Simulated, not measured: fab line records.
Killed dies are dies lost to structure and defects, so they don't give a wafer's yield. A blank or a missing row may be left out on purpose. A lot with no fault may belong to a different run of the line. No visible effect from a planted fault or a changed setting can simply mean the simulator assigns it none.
Matching of chambers -- flow n5_finfet -- rie_diel-05 running N5_BEOL_M13_ETCH_59: 4 sister chambers
The step etches BARC in N2/H2, target depth 89 nm, overetch 26.7 nm, time 67.9 s. 4 wafers are shown with their chamber, then 8 later ones without.

## WAFERS PAIRED WITH THEIR CHAMBERS
wafer,chamber,showerhead_plenum_p_Torr (Torr)
L088.5,3,2.49
L087.1,2,2.66
L087.5,0,2.46
L095.1,1,2.67

## WAFERS WITHOUT THEIR CHAMBER
wafer,showerhead_plenum_p_Torr (Torr)
L095.2,2.46
L095.3,2.49
L096.1,2.46
L096.3,2.67
L096.4,2.66
L091.3,2.66
L091.4,2.45
L091.6,2.48

## THE CHAMBER EACH PASSED THROUGH
wafer,from the rows above,in truth
L095.2,0,0
L095.3,3,3
L096.1,0,0
L096.3,can't be placed: 1 or 2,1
L096.4,can't be placed: 2 or 1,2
L091.3,can't be placed: 2 or 1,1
L091.4,0,0
L091.6,can't be placed: 3 or 0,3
4 of 8 placed correctly. Unplaceable from these rows: 4, with the true chamber sitting among the candidates in 4. Number placed wrongly: 0.
How it was worked out, from the rows above alone: a wafer's distance from a chamber is the root of the sum, over the readings, of the square of ((its reading less the chamber's mean) divided by the reading's scatter). If the next closest chamber is less than 2 further off than the closest, the wafer can't be placed; otherwise it belongs to the closest. Each chamber's mean is taken over the wafers shown for it. The scatter (one wafer shown for each chamber): square how far every hidden wafer sits from the nearest shown wafer, average those squares and take the square root.
